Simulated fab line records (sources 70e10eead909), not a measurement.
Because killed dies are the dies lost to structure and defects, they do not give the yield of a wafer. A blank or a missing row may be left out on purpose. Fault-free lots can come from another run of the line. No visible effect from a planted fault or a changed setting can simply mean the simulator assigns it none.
fab line records | flow nandHarc
record lots=6 wafers=18 lastDay=33
route steps=1302 shown A_SLIT@945 A_SIN_REMOVE@947 A_WL_FILL@952 END@1302
lots untouched by any fault: they come from a run of this same line in which no faults occurred
startH: start of the lot's first displayed wafer, in hours after the record's first day | waitH: hours elapsed since this lot's preceding step | " repeats the value in the row above | L1.1+2: a row that stands for several wafers | - no value present, or no start provided | * or withheld: withheld | < > ~ a bound
route shown NAME@n: NAME is a module with steps in the file, n the number in the route of the first one | usual: the fault-free wafers' mean and standard deviation | same: alike in all rows | chamber/n: place in a boat | sites: readings site by site | _std_site: how widely they spread, as a standard deviation | _edge_site: outer sites' mean less inner sites' | radiusMm: for every site, how far away it sits from the centre of the wafer | mask NAME#n: copy n | behind: the most recent tool/chamber to have shaped the wafer | hold: the reason the lot was held/the length of the hold in hours/how it ended | device: the n, p or np transistor that did not switch | end of line: at the end of the route, the tests of the same wafers | a step without rows: its recipe alone | killed: not the wafer's yield, but the dies lost to structure and defects at the first sort | map: per-die view of a wafer (x killed, . not killed, _ where there is no die)
set.NAME: the setting the step ran with; set.NAME@STEP: the setting that earlier step ran with | model.NAME: the simulator's own value behind a step, which no gauge read
lots seen at some steps along the route; tables by step, rows by wafer
services: a tool's chamber out of use, with start hour (startH, from the record's first day; less than 0 if before it), hours out, and reason
## steps
# step NHARC_A_SLIT_SRD_20
# step NHARC_A_SLIT_CD_MEAS_21
# usual cdNm=289.4/1
# columns lot.wafer tool chamber startH waitH cdNm
L609.2 cdSem-03 - 509.53 - 290.0
L609.3 " - " " 291.1
L609.5 " - " " 289.3
L608.2 cdSem-03 - 513.35 - 289.3
L608.3 " - " " 289.8
L608.5 " - " " 290.3
L618.2 cdSem-02 - 620.79 - 290.3
L618.3 " - " " 287.9
L618.5 " - " " 290.2
L622.1 cdSem-02 - 654.40 0.1 288.3
L622.2 " - " " 290.2
L622.6 " - " " 290.6
L626.2 cdSem-02 - 679.88 - 289.3
L626.3 " - " " 287.7
L626.6 " - " " 288.2
L625.1 cdSem-01 - 680.91 - 288.8
L625.2 " - " " 288.8
L625.5 " - " " 288.7
# step NHARC_A_SIN_REMOVE_WET_00
# recipe tempC=160 timeS=15300 chemistry=H3PO4
# step NHARC_A_SIN_REMOVE_PRECLEAN_01
# recipe timeS=* tempC=50 bathAgeMin=0 chemistry=SC1
# step NHARC_A_SIN_REMOVE_SRD_02
# step NHARC_A_SIN_REMOVE_INSPECT_04
# usual rawDefectCount=371/87
# columns lot.wafer tool chamber startH waitH rawDefectCount
L609.2 defectInspect-02 - 516.14 0.0 330
L609.3 " - " " 375
L609.5 " - " " 391
L608.2 defectInspect-01 - 520.00 0.0 471
L608.3 " - " " 424
L608.5 " - " " 394
L618.2 defectInspect-01 - 627.48 0.1 348
L618.3 " - " " 398
L618.5 " - " " 372
L622.1 defectInspect-01 - 661.00 0.0 419
L622.2 " - " " 542
L622.6 " - " " 426
L625.1 defectInspect-02 - 686.49 0.0 465
L625.2 " - " " 272
L625.5 " - " " 342
L626.2 defectInspect-01 - 686.49 0.0 356
L626.3 " - " " 346
L626.6 " - " " 367
# step NHARC_A_WL_FILL_ALD_00
# recipe targetThkA=30 pulseTimeS=3 aldCycles=30 tempC=300 material=Al2O3
# usual heaterPowerW=484/57 precursorPulseHeightRel=0.999/0.018
# columns lot.wafer tool chamber startH waitH heaterPowerW precursorPulseHeightRel
L609.3 aldHk-01 1 516.21 0.1 579 0.974
L609.2 " 3 " " 450 1.022
L609.5 " 1 " " 581 0.969
L608.3 aldHk-01 3 520.10 0.1 461 0.984
L608.2 " 0 " " 461 1.023
L608.5 " 2 " " 578 1.030
L618.3 aldHk-02 3 627.54 0.1 398 0.998
L618.2 " 2 " " 469 0.993
L618.5 " 3 " " 410 1.014
L622.1 aldHk-03 3 661.12 0.1 464 1.006
L622.2 " 0 " " 446 0.995
L622.6 " 1 " " 524 0.992
L625.2 aldHk-01 0 686.56 0.1 461 1.022
L625.1 " 3 " " 439 1.025
L625.5 " 0 " " 455 0.991
L626.2 aldHk-03 0 686.58 0.1 461 0.999
L626.3 " 1 " " 524 1.007
L626.6 " 3 " " 469 0.998
# step NHARC_A_WL_FILL_RTA_01
# recipe tempC=1000 timeS=5
# usual lampPowerPct=32.7/1.5 wafer_temp_C_max=1003.9/1.1
# columns lot.wafer tool chamber startH waitH lampPowerPct wafer_temp_C_max
L609.2 rtpAnneal-02 0 516.50 - 34.5 1002.5
L609.3 " 0 " " 34.5 1002.2
L609.5 " 0 " " 34.5 1003.9
L608.2 rtpAnneal-01 0 520.37 - 31.4 1004.8
L608.3 " 0 " " 31.5 1006.4
L608.5 " 0 " " 31.4 1003.6
L618.2 rtpAnneal-01 0 627.83 - 31.5 1005.0
L618.3 " 0 " " 31.5 1004.1
L618.5 " 0 " " 31.4 1004.9
L622.1 rtpAnneal-02 0 661.32 - 34.4 1004.0
L622.2 " 0 " " 34.4 1003.4
L622.6 " 0 " " 34.4 1002.2
L625.1 rtpAnneal-01 0 686.82 - 31.4 1004.4
L625.2 " 0 " " 31.4 1003.9
L625.5 " 0 " " 31.4 1004.9
L626.2 rtpAnneal-02 0 686.84 - 34.4 1004.1
L626.3 " 0 " " 34.4 1003.6
L626.6 " 0 " " 34.4 1003.6
# step NHARC_A_WL_FILL_ALD_02
# recipe targetThkA=20 pulseTimeS=3 aldCycles=100 tempC=450 material=TiN
# usual heaterPowerW=1090/130 precursorPulseHeightRel=1.000/0.021
# columns lot.wafer tool chamber startH waitH heaterPowerW precursorPulseHeightRel
L609.3 aldMetal-01 1 516.69 0.1 1168 0.974
L609.2 " 2 " " 986 1.012
L609.5 " 1 " " 1188 1.002
L608.3 aldMetal-01 0 520.55 0.1 989 0.987
L608.2 " 1 " " 1176 0.953
L608.5 " 0 " " 984 0.992
L618.2 aldMetal-03 0 628.05 0.2 1013 1.025
L618.3 " 1 " " 1207 1.008
L618.5 " 0 " " 969 1.011
L622.2 aldMetal-02 1 661.54 0.2 1370 1.003
L622.1 " 3 " " 1131 0.996
L622.6 " 1 " " 1340 0.981
L626.3 aldMetal-03 2 687.03 0.1 794 0.995
L626.2 " 3 " " 997 0.995
L626.6 " 2 " " 796 0.994
L625.1 aldMetal-01 0 687.04 0.2 973 0.978
L625.2 " 1 " " 1197 0.984
L625.5 " 0 " " 1009 0.979
# step NHARC_A_WL_FILL_CVD_03
# recipe targetThkA=400 tempC=300 pressureTorr=40 wf6FlowSccm=40 h2FlowSccm=1600 arFlowSccm=1560 timeS=279 material=W
# usual heaterPowerW=508/47 throttleValvePct=8.14/0.27
# columns lot.wafer tool chamber startH waitH heaterPowerW throttleValvePct
L609.2 cvdW-02 1 517.25 0.1 578 8.14
L609.3 " 0 " " 519 7.63
L609.5 " 0 " " 524 7.78
L608.2 cvdW-01 1 521.12 0.1 508 8.68
L608.3 " 1 " " 516 8.46
L608.5 " 1 " " 502 8.67
L618.2 cvdW-01 0 628.45 0.1 458 7.82
L618.3 " 0 " " 438 8.03
L618.5 " 1 " " 477 8.23
L622.1 cvdW-01 1 661.98 0.1 494 8.36
L622.2 " 1 " " 488 8.38
L622.6 " 1 " " 473 8.34
L625.1 cvdW-02 0 687.47 0.1 480 7.96
L625.2 " 1 " " 585 7.96
L625.5 " 1 " " 581 8.10
L626.2 cvdW-01 0 687.59 0.1 461 8.13
L626.3 " 0 " " 452 8.39
L626.6 " 0 " " 456 7.98
# step NHARC_A_WL_FILL_ETCHBACK_04
# recipe targetDepthA=600 timeS=120 chemistry=NF3
# usual drypumpMotorCurrentA=6.0/0.61 oesProductAu=1.002/0.011 runLengthS=141.0/0.41
# columns lot.wafer tool chamber startH waitH drypumpMotorCurrentA oesProductAu rfHoursCounterH runLengthS
L609.2 rieMetal-02 0 517.57 0.3 6.2 1.014 0.8 140.9
L609.3 " 1 " " 6.4 0.990 - 140.5
L609.5 " 1 " " 6.4 0.990 - 140.4
L608.2 rieMetal-01 0 521.47 0.3 6.8 0.990 1.9 140.7
L608.3 " 0 " " 6.7 0.994 - 141.4
L608.5 " 0 " " 6.7 0.989 - 140.9
L618.2 rieMetal-02 1 628.82 0.3 6.4 0.979 2.6 146.7
L618.3 " 1 " " 6.4 0.987 - 147.3
L618.5 " 1 " " 6.4 0.994 - 146.7
L622.2 rieMetal-02 0 662.65 0.5 6.2 1.005 0.5 141.4
L622.1 " 1 " " 6.4 0.997 0.5 147.1
L622.6 " 1 " " 6.4 1.002 - 147.2
L625.2 rieMetal-01 0 687.85 0.3 6.7 1.018 1.4 140.7
L625.1 " 1 " " 6.2 0.989 1.4 141.8
L625.5 " 0 " " 6.7 1.009 - 140.9
L626.2 rieMetal-03 1 687.94 0.3 4.9 1.001 3.0 141.3
L626.3 " 1 " " 4.9 1.002 - 141.1
L626.6 " 1 " " 4.9 1.010 - 141.2
# step NHARC_A_WL_FILL_ETCHBACK_05
# recipe targetDepthA=220 timeS=60 tempC=40 chemistry=Cl2/BCl3
# usual drypumpMotorCurrentA=6.0/0.61 oesProductAu=1.002/0.011 runLengthS=81.0/0.44 tempC=39.98/0.12
# columns lot.wafer tool chamber startH waitH drypumpMotorCurrentA oesProductAu rfHoursCounterH runLengthS tempC
L609.2 rieMetal-02 1 517.82 0.2 6.4 0.986 0.9 80.3 39.98
L609.3 " 0 " " 6.2 1.017 - 81.1 39.92
L609.5 " 0 " " 6.2 1.013 - 80.8 39.96
L608.2 rieMetal-01 0 521.69 0.2 6.7 1.002 2.1 81.1 40.03
L608.3 " 0 " " 6.7 0.998 - 80.7 39.82
L608.5 " 0 " " 6.7 1.000 - 80.9 40.01
L618.2 rieMetal-02 0 629.07 0.2 6.2 1.030 2.7 81.0 40.29
L618.3 " 0 " " 6.2 1.018 - 80.9 40.15
L618.5 " 0 " " 6.2 1.027 - 81.1 39.97
L622.2 rieMetal-02 0 662.89 0.2 6.3 1.004 0.6 81.1 39.88
L622.1 " 1 " " 6.4 1.001 0.6 80.3 39.92
L622.6 " 0 " " 6.2 1.005 - 81.8 39.81
L625.2 rieMetal-01 1 688.09 0.2 6.2 0.996 1.6 81.5 39.99
L625.1 " 0 " " 6.7 1.002 1.6 81.0 40.03
L625.5 " 1 " " 6.2 0.996 - 81.9 40.12
L626.2 rieMetal-03 0 688.16 0.2 5.7 0.993 3.2 80.3 40.18
L626.3 " 0 " " 5.7 1.001 - 80.4 40.13
L626.6 " 1 " " 4.9 1.019 - 81.8 40.01
# step NHARC_END_SORT_01
# recipe tempC=25
# usual killedAtArray=56/20 killedAtOther=0.9/1.1 killedAtPeriphery=3.7/3 killedDies=61/21 killedOpen=2.9/1.6 killedShort=2.6/1.4
# same grossDies=677
# columns lot.wafer tool chamber startH waitH killedAtArray killedAtOther killedAtPeriphery killedDies killedOpen killedShort
L618.5 prober-02 0 728.00 3.7 48 0 2 50 4 2
# killed by level:class
L618.5 A_CHANNEL_HOLE_D1:chamberFilmFlake=36 A_CONTACT:chamberFilmFlake=4 A_STAIRCASE:chamberFilmFlake=2 P_GATE:geometricParticle:open=1 P_M0:geometricParticle:short=1 A_SOURCE_PLATE:geometricParticle:short=1 A_CHANNEL_FILL_D1:geometricParticle:open=1 A_DECK1_JOINT:geometricParticle:open=1
## services
# columns tool chamber startH hours kind
aldMetal-01 3 508.44 22.8 repair
rieMetal-03 - 519.00 9.0 pm
aldMetal-01 - 526.00 10.0 pm
aldHk-02 - 528.24 10.0 pm
cvdW-01 0 542.09 7.7 repair
cvdW-02 - 545.30 1.5 repair
cvdW-01 - 547.00 13.0 pm
rieMetal-02 - 559.04 1.3 repair
aldMetal-03 - 565.15 15.3 repair
rieMetal-01 - 575.08 9.0 pm
aldMetal-01 2 579.42 4.2 repair
aldMetal-03 - 580.47 10.0 pm
cvdW-01 - 589.86 24.7 repair
aldHk-01 - 606.44 1.9 repair
aldMetal-02 - 610.04 10.0 pm
cvdW-01 0 622.95 3.2 repair
rieMetal-02 - 631.00 9.0 pm
cvdW-02 - 631.37 13.0 pm
rieMetal-01 1 636.89 5.0 repair
aldMetal-03 0 637.34 68.6 repair
cvdW-01 0 646.75 17.6 repair
aldHk-01 - 656.35 10.0 pm
cvdW-02 1 687.79 14.2 repair
aldMetal-02 1 687.99 19.4 repair
## key
firstSign step=NHARC_A_WL_FILL_ETCHBACK_04 reading=runLengthS direction=up sigmas=15 usual=* struck=*
effect none on later readings
metAt NHARC_A_WL_FILL_ETCHBACK_04
struckWafers L618.2,L618.3,L618.5,L622.1,L622.6
testerLeftOut L618,L622
onsetBetween 517.57 628.82
fault kind=processParameterDrift tool=rieMetal-02 chamber=1 onsetH=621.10 steps=NHARC_A_WL_FILL_ETCHBACK_04 channel=timeS offset=* shape=step endH=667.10 actsIn=* stated=*
# testerLeftOut: of these lots the tester's yield and bins aren't shown, on N5 and GAA mostly nor the transistor test; their killed dies are dies lost to structure and defects alone, not to doping, threshold or leakage, so they don't give the yield
